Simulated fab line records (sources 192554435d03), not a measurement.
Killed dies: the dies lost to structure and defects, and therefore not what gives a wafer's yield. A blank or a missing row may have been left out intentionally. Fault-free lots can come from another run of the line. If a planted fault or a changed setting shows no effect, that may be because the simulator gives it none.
Matching of chambers	flow n5Finfet	cmp-03 running N5_GATE_CUT_CMP_02: 4 sister chambers
The step polishes, stops on SiO2, t overpolish 12.7 s, target thk 0 nm. 4 wafers are shown with their chamber, then 9 later ones without.

## WAFERS WITH THEIR CHAMBER
wafer	chamber	motorCurrentA (A)
L090.3	1	8.0
L095.1	0	8.1
L095.2	2	8.9
L095.4	3	11.0

## WAFERS WITHOUT THEIR CHAMBER
wafer	motorCurrentA (A)
L096.1	10.7
L096.5	8.3
L096.6	10.7
L097.1	7.9
L097.3	8.3
L097.4	10.9
L097.2	9.0
L097.5	8.3
L097.6	8.2

## CHAMBER TAKEN BY EACH
wafer	from the rows above	in truth
L096.1	3	3
L096.5	can't be placed: 0 or 1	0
L096.6	3	3
L097.1	can't be placed: 1 or 0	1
L097.3	can't be placed: 0 or 1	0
L097.4	3	3
L097.2	2	2
L097.5	can't be placed: 0 or 1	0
L097.6	can't be placed: 0 or 1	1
Correct placement for 4 of the 9. Unplaceable from these rows: 5, with the true chamber sitting among the candidates in 5. Wrongly placed: 0.
How it was worked out, from the rows above alone: a wafer's distance from a chamber is the root of the sum, over the readings, of the square of ((its reading less the chamber's mean) divided by the reading's scatter). The wafer belongs to the nearest chamber; if the next one is less than 2 further off, it can't be placed. Each chamber's mean is taken over the wafers shown for it. The scatter (one wafer shown for each chamber): square how far every hidden wafer sits from the nearest shown wafer, average those squares and take the square root.
